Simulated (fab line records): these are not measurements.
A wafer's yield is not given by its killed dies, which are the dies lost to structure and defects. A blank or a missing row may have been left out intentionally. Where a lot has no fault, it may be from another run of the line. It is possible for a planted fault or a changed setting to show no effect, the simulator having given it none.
fab line records | flow n5Finfet
[record] lots = 12 wafers = 36 lastDay = 17
route steps=1938 shown BEOL_M7@1330 BEOL_M8@1333 PASSIVATION@1936
lots untouched by any fault: they come from a run of this same line in which no faults occurred
startH: start of the lot's first displayed wafer, in hours after the record's first day | waitH: how many hours have passed since the lot's step before this one | " the same as in the row above | L1.1+2: a single row standing in for several wafers | - no value, or no start given | * or withheld: withheld | < > ~ a bound
route shown NAME@n: names a module that has steps shown in the file, with the first one's number in the route | usual: the fault-free wafers' mean and standard deviation | same: alike in all rows | chamber/n: place in a boat | sites: the reading at each site | _std_site: standard deviation of those values | _edge_site: outer sites' mean less inner sites' | radiusMm: for every site, how far away it sits from the centre of the wafer | mask NAME#n: copy n | behind: the most recent tool/chamber to have shaped the wafer | hold: cause of the lot's hold/its duration in hours/its outcome | device: the n, p or np transistor that did not switch | end of line: the tests these same wafers got at the end of their route | a step without rows: its recipe alone | killed: dies that structure and defects cost at the first sort, which is not the same as the wafer's yield | map: a wafer's dies, marking killed ones x, the rest . and places with no die _
set.NAME: the run value of the setting; set.NAME@STEP: its run value at that earlier step | model.NAME: the simulator's own value behind a step, which no gauge read
a sample of lots followed through the steps of the route, with each step as a table and each wafer as a row
services: when a tool's chamber went out of use (startH, in hours from the record's first day, below 0 if earlier), for how many hours, and the reason
[[steps]]
[step N5_BEOL_M7_RS_MEAS_57]
[recipe] thkMeasGauge = four-point-probe reads = Cu_of_BEOL_M7_ECD_50+Co_of_BEOL_M7_CVD_78+TaN_of_BEOL_M7_ALD_77
[usual] M7_RS = 0.288/0.0076
// columns lot.wafer tool chamber startH waitH M7_RS[ohm/sq]
L621.1 filmMetro-02 - 203.91 0.1 0.276
L621.4 " - " " 0.279
L621.6 " - " " 0.285
L620.1 filmMetro-02 - 205.96 0.1 0.283
L620.3 " - " " 0.289
L620.5 " - " " 0.287
L626.2 filmMetro-02 - 226.55 0.1 0.288
L626.4 " - " " 0.293
L626.5 " - " " 0.282
L625.2 filmMetro-01 - 227.53 0.1 0.280
L625.3 " - " " 0.300
L625.4 " - " " 0.289
L629.2 filmMetro-02 - 248.85 0.1 0.286
L629.5 " - " " 0.287
L629.6 " - " " 0.311
L628.1 filmMetro-02 - 251.77 0.1 0.279
L628.2 " - " " 0.282
L628.3 " - " " 0.293
L630.1 filmMetro-01 - 255.32 0.1 0.291
L630.4 " - " " 0.276
L630.5 " - " " 0.290
L631.2 filmMetro-01 - 263.43 0.1 0.292
L631.4 " - " " 0.289
L631.6 " - " " 0.283
L633.1 filmMetro-01 - 279.67 0.1 0.278
L633.2 " - " " 0.287
L633.4 " - " " 0.297
L634.2 filmMetro-01 - 291.17 0.1 0.299
L634.3 " - " " 0.297
L634.5 " - " " 0.287
L640.1 filmMetro-01 - 325.86 0.1 0.284
L640.4 " - " " 0.290
L640.5 " - " " 0.284
L642.1 filmMetro-02 - 331.46 0.1 0.277
L642.3 " - " " 0.290
L642.5 " - " " 0.285
[step N5_BEOL_M8_CURE_74]
[recipe] tempC = 385 timeS = 240 ambient = He/Ar material = SiCOH_lowk
[usual] lampPowerPct = 52.32/0.058 wafer_temp_C_max = 387.0/0.71
// columns lot.wafer tool chamber startH waitH lampPowerPct wafer_temp_C_max
L621.1 uvCure-02 2 204.26 0.3 52.27 387.0
L621.4 " 2 " " 52.34 386.5
L621.6 " 2 " " 52.29 386.5
L620.1 uvCure-03 0 206.08 0.0 52.30 387.8
L620.3 " 0 " " 52.38 387.1
L620.5 " 0 " " 52.29 388.1
L626.2 uvCure-01 0 226.77 0.1 52.35 386.3
L626.4 " 0 " " 52.29 387.0
L626.5 " 0 " " 52.28 386.9
L625.2 uvCure-01 1 227.76 0.1 52.26 386.7
L625.3 " 1 " " 52.32 388.0
L625.4 " 1 " " 52.40 386.9
L629.2 uvCure-03 0 249.10 0.2 52.18 387.1
L629.5 " 0 " " 52.28 386.8
L629.6 " 0 " " 52.36 387.1
L628.1 uvCure-01 0 251.90 0.0 52.27 387.1
L628.2 " 0 " " 52.30 387.4
L628.3 " 0 " " 52.34 387.4
L630.1 uvCure-01 0 255.44 0.0 52.40 387.2
L630.4 " 0 " " 52.31 386.8
L630.5 " 0 " " 52.36 386.1
L631.2 uvCure-02 0 263.64 0.1 52.38 388.4
L631.4 " 0 " " 52.33 387.8
L631.6 " 0 " " 52.33 388.5
L633.1 uvCure-01 0 279.79 0.0 52.26 386.8
L633.2 " 0 " " 52.37 386.9
L633.4 " 0 " " 52.29 386.8
L634.2 uvCure-01 2 291.38 0.1 52.33 387.0
L634.3 " 2 " " 52.41 387.2
L634.5 " 2 " " 52.29 386.8
L640.1 uvCure-02 1 326.01 0.1 52.30 386.5
L640.4 " 1 " " 52.32 385.9
L640.5 " 1 " " 52.31 386.6
L642.1 uvCure-01 1 331.59 0.0 52.21 387.8
L642.3 " 1 " " 52.29 387.8
L642.5 " 1 " " 52.36 387.5
[step N5_BEOL_M8_HM_DEP_02]
[recipe] material = TiN targetThkA = 200 tempC = 25 chamberPressurePa = 0.49996
[usual] throttleValvePct = 30.4/0.84
// columns lot.wafer tool chamber startH waitH throttleValvePct
L621.1 pvdSputter-02 - 204.87 0.0 29.7
L621.4 " - " " 29.8
L621.6 " - " " 29.4
L620.1 pvdSputter-03 - 207.07 0.4 29.7
L620.3 " - " " 31.2
L620.5 " - " " 30.0
L626.2 pvdSputter-02 - 227.53 0.3 29.9
L626.4 " - " " 29.6
L626.5 " - " " 31.3
L625.2 pvdSputter-02 - 229.97 1.7 29.9
L625.3 " - " " 30.7
L625.4 " - " " 29.3
L629.2 pvdSputter-02 - 249.94 0.4 30.5
L629.5 " - " " 31.2
L629.6 " - " " 29.6
L628.1 pvdSputter-01 - 252.88 0.4 30.4
L628.2 " - " " 31.9
L628.3 " - " " 31.3
L630.1 pvdSputter-02 - 258.79 2.8 31.5
L630.4 " - " " 29.8
L630.5 " - " " 30.6
L631.2 pvdSputter-03 - 265.05 0.9 31.3
L631.4 " - " " 30.0
L631.6 " - " " 29.8
L633.1 pvdSputter-02 - 283.54 3.2 30.5
L633.2 " - " " 29.9
L633.4 " - " " 31.5
L634.2 pvdSputter-03 - 291.92 0.1 29.6
L634.3 " - " " 31.2
L634.5 " - " " 29.7
L640.1 pvdSputter-02 - 327.10 0.0 29.4
L640.4 " - " " 30.6
L640.5 " - " " 29.8
L642.1 pvdSputter-01 - 333.01 0.9 30.3
L642.3 " - " " 31.8
L642.5 " - " " 30.5
[step N5_BEOL_M8_COAT_60]
[recipe] resist = SiARC tempC = 220 timeS = 60 spinRpm = 1500 resistThkNm = 35
[usual] spinSpeedRpm = 1499.8/0.89
// columns lot.wafer tool chamber startH waitH spinSpeedRpm
L621.1 lithoTrack-02 0 204.99 - 1499.3
L621.4 " 0 " " 1498.7
L621.6 " 0 " " 1500.1
L620.1 lithoTrack-05 0 207.19 - 1499.8
L620.3 " 0 " " 1499.8
L620.5 " 0 " " 1499.6
L626.2 lithoTrack-05 0 227.66 - 1499.7
L626.4 " 0 " " 1498.8
L626.5 " 0 " " 1499.8
L625.2 lithoTrack-02 0 230.12 - 1501.0
L625.3 " 0 " " 1500.8
L625.4 " 0 " " 1499.0
L629.2 lithoTrack-05 0 250.07 - 1501.4
L629.5 " 0 " " 1500.5
L629.6 " 0 " " 1499.0
L628.1 lithoTrack-05 0 253.01 - 1499.3
L628.2 " 0 " " 1502.1
L628.3 " 0 " " 1500.9
L630.1 lithoTrack-05 0 258.92 - 1643.9
L630.4 " 0 " " 1644.3
L630.5 " 0 " " 1644.8
L631.2 lithoTrack-05 0 265.18 - 1642.4
L631.4 " 0 " " 1644.1
L631.6 " 0 " " 1644.0
L633.1 lithoTrack-02 0 283.67 - 1502.4
L633.2 " 0 " " 1500.5
L633.4 " 0 " " 1500.3
L634.2 lithoTrack-02 0 292.05 - 1499.8
L634.3 " 0 " " 1499.5
L634.5 " 0 " " 1501.0
L640.1 lithoTrack-02 0 327.23 - 1497.7
L640.4 " 0 " " 1498.7
L640.5 " 0 " " 1499.0
L642.1 lithoTrack-02 0 333.14 - 1499.4
L642.3 " 0 " " 1500.1
L642.5 " 0 " " 1500.3
[step N5_PASSIVATION_PROBE_49]
[usual] defectLimitedYield = 91.3/1.5 killed_at_M0_to_M3 = 34/9.4 killed_at_M4_up = 13/5.3 killedAtContacts = 13/5.7 killedAtFrontEnd = 40/10 killedAtOther = 3.7/2.8 killedDies = 103/17 killedOpen = 67/13 killedShort = 35/8.5 sort_bin_4_leakage = 0.00/0.016 sort_bin_5_function = 5.0/0.98 sort_bin_6_memory = 3.3/0.7 sortNPass = 1077/17 sortYieldPct = 91.3/1.5
[same] grossDies = 1180 killedAtBackSide = 0 sort_bin_8_speed[%] = 0
// columns lot.wafer tool chamber startH waitH defectLimitedYield[%] killed_at_M0_to_M3 killed_at_M4_up killedAtContacts killedAtFrontEnd killedAtOther killedDies killedOpen killedShort sort_bin_4_leakage[%] sort_bin_5_function[%] sort_bin_6_memory[%] sortNPass sortYieldPct[%]
L621.1 prober-02 - 272.68 0.0 90.1 41 11 14 51 0 117 69 47 0 5.7 3.7 1063 90.1
L621.4 prober-02 - 272.83 0.2 93.0 26 10 13 33 1 83 57 24 0 4.2 2.5 1097 93.0
L621.6 prober-02 - 272.93 0.3 93.5 37 8 9 19 4 77 51 24 0 3.6 2.8 1103 93.5
L620.1 prober-01 - 273.48 0.0 88.8 50 12 25 34 11 132 95 35 0 6.7 4.0 1048 88.8
L620.3 prober-01 - 273.58 0.1 90.9 43 7 20 34 3 107 77 29 0 5.3 3.4 1073 90.9
L620.5 prober-01 - 273.68 0.2 89.7 41 13 14 46 8 122 91 31 0 6.4 3.6 1058 89.7
L626.2 prober-02 - 303.59 0.1 90.3 43 9 14 46 3 115 78 37 0 5.4 4.2 1065 90.3
L626.4 prober-02 - 303.69 0.2 91.1 39 13 12 36 5 105 69 35 0 5.2 3.6 1075 91.1
L626.5 prober-02 - 303.74 0.2 91.9 40 9 10 33 3 95 71 24 0 4.6 3.2 1085 91.9
L625.2 prober-01 - 307.64 0.1 89.0 31 16 22 56 5 130 90 40 0 6.1 4.7 1050 89.0
L625.3 prober-01 - 307.69 0.1 92.5 31 14 12 23 8 88 60 26 0 4.8 2.3 1092 92.5
L625.4 prober-01 - 307.74 0.2 89.9 40 8 9 59 3 119 80 37 0 5.0 4.1 1061 89.9
L629.2 prober-02 - 326.72 0.2 90.4 33 18 11 45 6 113 75 37 0 4.9 4.2 1067 90.4
L629.5 prober-02 - 326.87 0.3 90.5 53 10 7 38 4 112 86 26 0 5.8 3.4 1068 90.5
L629.6 prober-02 - 326.92 0.4 91.5 26 7 23 37 7 100 66 33 0 4.1 4.0 1080 91.5
L628.1 prober-01 - 331.29 0.0 92.9 33 11 7 24 9 84 56 28 0 3.8 2.8 1096 92.9
L628.2 prober-01 - 331.34 0.1 90.8 37 20 5 43 4 109 68 38 0 4.7 4.2 1071 90.8
L628.3 prober-01 - 331.39 0.1 92.5 34 17 7 24 6 88 54 34 0 4.4 2.6 1092 92.5
L630.1 prober-02 - 331.64 0.0 90.8 43 23 7 34 2 109 81 28 0 5.0 4.2 1071 90.8
L630.4 prober-02 - 331.79 0.2 91.1 27 30 9 34 5 105 70 34 0 6.1 2.6 1075 91.1
L630.5 prober-02 - 331.84 0.2 90.3 30 14 17 51 3 115 68 47 0 6.0 3.3 1065 90.3
L631.2 prober-01 - 332.62 0.1 88.7 32 13 38 50 0 133 78 52 0 6.0 4.9 1047 88.7
L631.4 prober-01 - 332.72 0.2 90.8 33 14 25 36 1 109 67 36 0 5.7 3.4 1071 90.8
L631.6 prober-01 - 332.82 0.3 90.7 40 17 22 28 3 110 76 26 0 5.7 3.1 1070 90.7
L633.1 prober-02 - 353.17 0.0 89.3 44 12 14 53 3 126 84 42 0 5.8 4.4 1054 89.3
L633.2 prober-02 - 353.22 0.1 89.1 52 14 6 52 5 129 84 45 0 6.6 4.0 1051 89.1
L633.4 prober-02 - 353.32 0.2 92.7 31 10 13 32 0 86 45 41 0 3.8 3.3 1094 92.7
L634.2 prober-01 - 365.21 0.1 87.6 59 14 17 52 4 146 81 65 0 7.5 4.8 1034 87.6
L634.3 prober-01 - 365.26 0.1 91.0 30 22 15 34 5 106 56 50 0 4.8 3.9 1074 91.0
L634.5 prober-01 - 365.36 0.2 88.4 32 22 24 55 4 137 83 52 0 6.4 4.6 1043 88.4
L640.1 prober-01 - 397.51 0.0 90.1 53 9 14 40 1 117 71 46 0.17 5.7 3.6 1061 89.9
L640.4 prober-01 - 397.66 0.2 90.6 32 9 28 40 2 111 75 35 0 5.6 3.3 1069 90.6
L640.5 prober-01 - 397.71 0.2 90.9 33 10 12 51 1 107 69 38 0 5.8 2.5 1073 90.9
L642.1 prober-01 - 402.83 0.0 91.6 20 10 12 56 1 99 65 33 0 3.4 4.9 1081 91.6
L642.3 prober-01 - 402.93 0.1 88.1 37 23 16 60 4 140 88 51 0 7.7 3.7 1040 88.1
L642.5 prober-01 - 403.03 0.2 91.3 25 16 9 50 3 103 64 38 0 4.5 3.6 1077 91.3
// killed by level:class
L621.1 STI_FIN_REVEAL:geometricParticle:open=13 MOL_CONTACT_COAG:geometricParticle:open=10 BEOL_M1:geometricParticle:short=9 BEOL_M3:geometricParticle:open=9 BEOL_M0_SAQP:geometricParticle:short=8 FIN_SAQP:geometricParticle:short=7 GATE_CUT:geometricParticle:short=7 FIN_SAQP:geometricParticle:open=6
L621.4 BEOL_M1:geometricParticle:open=10 MOL_CONTACT_COAG:geometricParticle:open=9 GATE_CUT:geometricParticle:open=5 BEOL_M2:geometricParticle:open=5 STARTING-WAFER:geometricParticle:open=5 GATE_CUT:geometricParticle:short=4 MOL_CONTACT_COAG:geometricParticle:short=4 BEOL_M0_SAQP:geometricParticle:open=4
L621.6 BEOL_M0_SAQP:geometricParticle:short=8 BEOL_M1:geometricParticle:open=8 MOL_CONTACT_COAG:geometricParticle:open=7 BEOL_M2:geometricParticle:open=6 BEOL_M3:geometricParticle:open=6 BEOL_M3:geometricParticle:short=4 STI_FIN_REVEAL:geometricParticle:open=3 ILD0:geometricParticle:short=3
L620.1 MOL_CONTACT_COAG:geometricParticle:open=19 BEOL_M1:geometricParticle:open=16 FIN_SAQP:geometricParticle:open=12 BEOL_M3:geometricParticle:open=10 BEOL_M0_SAQP:geometricParticle:open=9 MOL_CONTACT_COAG:geometricParticle:short=6 BEOL_M0_SAQP:geometricParticle:short=6 BEOL_M2:geometricParticle:open=6
L620.3 MOL_CONTACT_COAG:geometricParticle:open=15 BEOL_M0_SAQP:geometricParticle:open=11 BEOL_M2:geometricParticle:open=11 BEOL_M1:geometricParticle:open=7 FIN_SAQP:geometricParticle:open=6 DUMMY_GATE:geometricParticle:open=5 MOL_CONTACT_COAG:geometricParticle:short=5 BEOL_M3:geometricParticle:open=5
L620.5 STI_FIN_REVEAL:geometricParticle:open=19 MOL_CONTACT_COAG:geometricParticle:open=10 FIN_SAQP:geometricParticle:open=9 BEOL_M0_SAQP:geometricParticle:open=9 BEOL_M2:geometricParticle:open=9 BEOL_M1:geometricParticle:open=8 BEOL_M0_SAQP:geometricParticle:short=5 BEOL_M4:geometricParticle:open=5
L626.2 STI_FIN_REVEAL:geometricParticle:open=14 MOL_CONTACT_COAG:geometricParticle:open=12 BEOL_M0_SAQP:geometricParticle:open=11 DUMMY_GATE:geometricParticle:open=9 BEOL_M0_SAQP:geometricParticle:short=8 BEOL_M3:geometricParticle:open=8 GATE_CUT:geometricParticle:short=7 BEOL_M4:geometricParticle:open=5
L626.4 BEOL_M0_SAQP:geometricParticle:open=14 BEOL_M0_SAQP:geometricParticle:short=11 MOL_CONTACT_COAG:geometricParticle:open=8 FIN_SAQP:geometricParticle:open=7 DUMMY_GATE:geometricParticle:open=7 BEOL_M4:geometricParticle:open=7 FIN_SAQP:geometricParticle:short=6 GATE_CUT:geometricParticle:short=5
L626.5 BEOL_M0_SAQP:geometricParticle:open=12 DUMMY_GATE:geometricParticle:open=9 MOL_CONTACT_COAG:geometricParticle:open=8 BEOL_M3:geometricParticle:open=8 BEOL_M1:geometricParticle:open=6 STI_FIN_REVEAL:geometricParticle:open=5 BEOL_M0_SAQP:geometricParticle:short=5 FIN_SAQP:geometricParticle:short=4
L625.2 MOL_CONTACT_COAG:geometricParticle:open=17 FIN_SAQP:geometricParticle:open=11 STI_FIN_REVEAL:geometricParticle:open=10 BEOL_M1:geometricParticle:open=10 FIN_SAQP:geometricParticle:short=8 BEOL_M4:geometricParticle:open=8 GATE_CUT:geometricParticle:short=6 DUMMY_GATE:geometricParticle:open=5
L625.3 MOL_CONTACT_COAG:geometricParticle:open=10 FIN_SAQP:geometricParticle:open=6 BEOL_M2:geometricParticle:open=6 BEOL_M1:geometricParticle:open=5 BEOL_M0_SAQP:geometricParticle:open=5 BEOL_M0_SAQP:geometricParticle:short=4 BEOL_M4:geometricParticle:open=4 STI_FIN_REVEAL:geometricParticle:open=3
L625.4 STI_FIN_REVEAL:geometricParticle:open=16 FIN_SAQP:geometricParticle:open=15 FIN_SAQP:geometricParticle:short=11 MOL_CONTACT_COAG:geometricParticle:open=9 BEOL_M1:geometricParticle:open=9 BEOL_M1:geometricParticle:short=7 BEOL_M0_SAQP:geometricParticle:open=6 BEOL_M3:geometricParticle:open=6
L629.2 BEOL_M2:geometricParticle:open=13 FIN_SAQP:geometricParticle:open=10 MOL_CONTACT_COAG:geometricParticle:open=8 GATE_CUT:geometricParticle:short=8 FIN_SAQP:geometricParticle:short=7 STI_FIN_REVEAL:geometricParticle:open=6 BEOL_M1:geometricParticle:open=5 BEOL_M4:geometricParticle:open=5
L629.5 BEOL_M3:geometricParticle:open=12 DUMMY_GATE:geometricParticle:open=11 BEOL_M2:geometricParticle:open=10 STI_FIN_REVEAL:geometricParticle:open=8 BEOL_M0_SAQP:geometricParticle:open=8 BEOL_M1:geometricParticle:open=8 MOL_CONTACT_COAG:geometricParticle:open=7 GATE_CUT:geometricParticle:short=4
L629.6 MOL_CONTACT_COAG:geometricParticle:open=19 STI_FIN_REVEAL:geometricParticle:open=7 BEOL_M1:geometricParticle:open=7 FIN_SAQP:geometricParticle:short=6 GATE_CUT:geometricParticle:short=6 BEOL_M2:geometricParticle:open=5 BEOL_M3:geometricParticle:open=5 MOL_CONTACT_COAG:geometricParticle:short=4
L628.1 BEOL_M0_SAQP:geometricParticle:short=10 BEOL_M2:geometricParticle:open=9 BEOL_M0_SAQP:geometricParticle:open=8 MOL_CONTACT_COAG:geometricParticle:open=7 FIN_SAQP:geometricParticle:short=6 ILD0:geometricParticle:open=5 BEOL_M4:geometricParticle:open=5 BEOL_M3:geometricParticle:open=4
L628.2 FIN_SAQP:geometricParticle:short=12 STI_FIN_REVEAL:geometricParticle:open=12 BEOL_M4:geometricParticle:open=12 BEOL_M0_SAQP:geometricParticle:short=11 BEOL_M2:geometricParticle:open=10 BEOL_M0_SAQP:geometricParticle:open=7 DUMMY_GATE:geometricParticle:open=6 GATE_CUT:geometricParticle:open=4
L628.3 FIN_SAQP:geometricParticle:short=11 BEOL_M0_SAQP:geometricParticle:open=10 BEOL_M4:geometricParticle:open=8 MOL_CONTACT_COAG:geometricParticle:open=6 BEOL_M0_SAQP:geometricParticle:short=6 BEOL_M2:geometricParticle:open=6 BEOL_M1:geometricParticle:short=4 BEOL_M5:geometricParticle:open=4
L630.1 DUMMY_GATE:geometricParticle:open=11 BEOL_M2:geometricParticle:open=11 BEOL_M0_SAQP:geometricParticle:short=10 STI_FIN_REVEAL:geometricParticle:open=9 BEOL_M0_SAQP:geometricParticle:open=6 MOL_CONTACT_COAG:geometricParticle:open=6 BEOL_M4:geometricParticle:open=6 FIN_SAQP:geometricParticle:short=5
L630.4 BEOL_M4:geometricParticle:open=18 BEOL_M2:geometricParticle:open=8 MOL_CONTACT_COAG:geometricParticle:open=7 BEOL_M0_SAQP:geometricParticle:short=7 FIN_SAQP:geometricParticle:short=6 DUMMY_GATE:geometricParticle:open=6 BEOL_M0_SAQP:geometricParticle:open=6 FIN_SAQP:geometricParticle:open=3
L630.5 MOL_CONTACT_COAG:geometricParticle:open=13 FIN_SAQP:geometricParticle:short=12 FIN_SAQP:geometricParticle:open=10 BEOL_M4:geometricParticle:open=7 BEOL_M0_SAQP:geometricParticle:short=6 BEOL_M0_SAQP:geometricParticle:open=6 BEOL_M2:geometricParticle:open=6 STARTING-WAFER:geometricParticle:short=6
L631.2 MOL_CONTACT_COAG:geometricParticle:open=31 FIN_SAQP:geometricParticle:short=13 STI_FIN_REVEAL:geometricParticle:open=10 BEOL_M3:geometricParticle:open=10 MOL_CONTACT_COAG:geometricParticle:short=7 STARTING-WAFER:geometricParticle:short=7 BEOL_M2:geometricParticle:open=5 STI_FIN_REVEAL:geometricParticle:short=4
L631.4 MOL_CONTACT_COAG:geometricParticle:open=20 BEOL_M2:geometricParticle:open=9 BEOL_M0_SAQP:geometricParticle:short=8 STI_FIN_REVEAL:geometricParticle:open=7 FIN_SAQP:geometricParticle:short=5 MOL_CONTACT_COAG:geometricParticle:short=5 BEOL_M3:geometricParticle:open=5 FIN_SAQP:geometricParticle:open=4
L631.6 MOL_CONTACT_COAG:geometricParticle:open=18 BEOL_M3:geometricParticle:open=12 BEOL_M0_SAQP:geometricParticle:open=10 HKMG_FIN:areaEtch=6 FIN_SAQP:geometricParticle:open=4 GATE_CUT:geometricParticle:open=4 MOL_CONTACT_COAG:geometricParticle:short=4 BEOL_M1:geometricParticle:open=4
L633.1 FIN_SAQP:geometricParticle:open=19 MOL_CONTACT_COAG:geometricParticle:open=14 STI_FIN_REVEAL:geometricParticle:open=11 FIN_SAQP:geometricParticle:short=8 BEOL_M0_SAQP:geometricParticle:open=8 BEOL_M0_SAQP:geometricParticle:short=8 BEOL_M3:geometricParticle:open=6 BEOL_M3:geometricParticle:short=5
L633.2 FIN_SAQP:geometricParticle:open=16 BEOL_M2:geometricParticle:open=14 FIN_SAQP:geometricParticle:short=12 BEOL_M0_SAQP:geometricParticle:open=10 BEOL_M1:geometricParticle:open=10 BEOL_M0_SAQP:geometricParticle:short=6 BEOL_M4:geometricParticle:open=6 MOL_CONTACT_COAG:geometricParticle:open=5
L633.4 MOL_CONTACT_COAG:geometricParticle:open=9 FIN_SAQP:geometricParticle:short=8 FIN_SAQP:geometricParticle:open=7 BEOL_M0_SAQP:geometricParticle:short=7 BEOL_M1:geometricParticle:open=6 MOL_CONTACT_COAG:geometricParticle:short=4 BEOL_M0_SAQP:geometricParticle:open=4 BEOL_M2:geometricParticle:short=4
L634.2 FIN_SAQP:geometricParticle:short=18 MOL_CONTACT_COAG:geometricParticle:open=15 BEOL_M0_SAQP:geometricParticle:short=15 BEOL_M0_SAQP:geometricParticle:open=14 BEOL_M2:geometricParticle:open=11 BEOL_M1:geometricParticle:open=11 FIN_SAQP:geometricParticle:open=9 GATE_CUT:geometricParticle:short=7
L634.3 FIN_SAQP:geometricParticle:short=14 MOL_CONTACT_COAG:geometricParticle:open=12 FIN_SAQP:geometricParticle:open=9 BEOL_M1:geometricParticle:short=9 BEOL_M4:geometricParticle:open=7 BEOL_M0_SAQP:geometricParticle:open=6 BEOL_M4:geometricParticle:short=5 MOL_CONTACT_COAG:geometricParticle:short=3
L634.5 MOL_CONTACT_COAG:geometricParticle:open=20 FIN_SAQP:geometricParticle:open=19 FIN_SAQP:geometricParticle:short=18 BEOL_M0_SAQP:geometricParticle:short=11 BEOL_M0_SAQP:geometricParticle:open=6 DUMMY_GATE:geometricParticle:open=5 BEOL_M4:geometricParticle:open=5 BEOL_M4:geometricParticle:short=5
L640.1 BEOL_M0_SAQP:geometricParticle:open=23 BEOL_M0_SAQP:geometricParticle:short=16 FIN_SAQP:geometricParticle:open=11 MOL_CONTACT_COAG:geometricParticle:open=11 FIN_SAQP:geometricParticle:short=9 BEOL_M3:geometricParticle:open=7 STI_FIN_REVEAL:geometricParticle:open=5 BEOL_M4:geometricParticle:open=5
L640.4 MOL_CONTACT_COAG:geometricParticle:open=24 FIN_SAQP:geometricParticle:open=20 BEOL_M0_SAQP:geometricParticle:open=10 FIN_SAQP:geometricParticle:short=9 BEOL_M0_SAQP:geometricParticle:short=7 BEOL_M2:geometricParticle:open=6 MOL_CONTACT_COAG:geometricParticle:short=4 BEOL_M0:geometricParticle:short=4
L640.5 FIN_SAQP:geometricParticle:open=13 BEOL_M3:geometricParticle:open=11 FIN_SAQP:geometricParticle:short=10 MOL_CONTACT_COAG:geometricParticle:open=9 BEOL_M0_SAQP:geometricParticle:open=8 BEOL_M0_SAQP:geometricParticle:short=5 STI_FIN_REVEAL:geometricParticle:open=4 DUMMY_GATE:geometricParticle:open=4
L642.1 FIN_SAQP:geometricParticle:short=14 FIN_SAQP:geometricParticle:open=10 MOL_CONTACT_COAG:geometricParticle:open=10 GATE_CUT:geometricParticle:open=8 BEOL_M3:geometricParticle:open=7 STI_FIN_REVEAL:geometricParticle:open=5 BEOL_M2:geometricParticle:open=5 BEOL_M4:geometricParticle:open=5
L642.3 BEOL_M2:geometricParticle:open=20 FIN_SAQP:geometricParticle:short=15 MOL_CONTACT_COAG:geometricParticle:open=13 BEOL_M4:geometricParticle:open=10 STI_FIN_REVEAL:geometricParticle:open=8 GATE_CUT:geometricParticle:short=8 GATE_CUT:geometricParticle:open=8 FIN_SAQP:geometricParticle:open=4
L642.5 FIN_SAQP:geometricParticle:short=11 DUMMY_GATE:geometricParticle:open=9 BEOL_M2:geometricParticle:open=8 BEOL_M4:geometricParticle:open=7 MOL_CONTACT_COAG:geometricParticle:open=7 BEOL_M1:geometricParticle:open=7 GATE_CUT:geometricParticle:short=6 GATE_CUT:geometricParticle:open=5
[[services]]
// columns tool chamber startH hours kind
uvCure-01 - 201.85 7.1 repair
uvCure-02 - 221.70 1.0 pm
lithoTrack-02 - 227.30 - consumableReplace:filter
uvCure-02 - 248.79 5.7 repair
lithoTrack-05 - 250.21 - consumableReplace:filter
uvCure-02 - 259.17 1.2 repair
uvCure-03 - 266.49 0.5 repair
pvdSputter-03 - 278.15 5.5 repair
uvCure-02 - 287.91 0.4 repair
pvdSputter-02 - 294.67 5.9 repair
pvdSputter-01 - 310.24 2.1 repair
uvCure-01 - 318.81 1.0 pm
uvCure-01 - 332.29 5.1 repair
[[key]]
[firstSign] step = N5_BEOL_M8_COAT_60 reading = spinSpeedRpm direction = up sigmas = 99+ usual = * struck = *
effect none on later readings
metAt N5_BEOL_M8_COAT_60
struckLots L630,L631
notActingAt N5_BEOL_M7_RS_MEAS_57,N5_BEOL_M8_CURE_74,N5_BEOL_M8_HM_DEP_02
onsetBetween 253.01 258.92
[fault] kind = processParameterDrift tool = lithoTrack-05 chamber = - onsetH = 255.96 steps = N5_BEOL_M8_COAT_60 channel = spinRpm offset = * shape = step endH = 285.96 actsIn = * stated = *
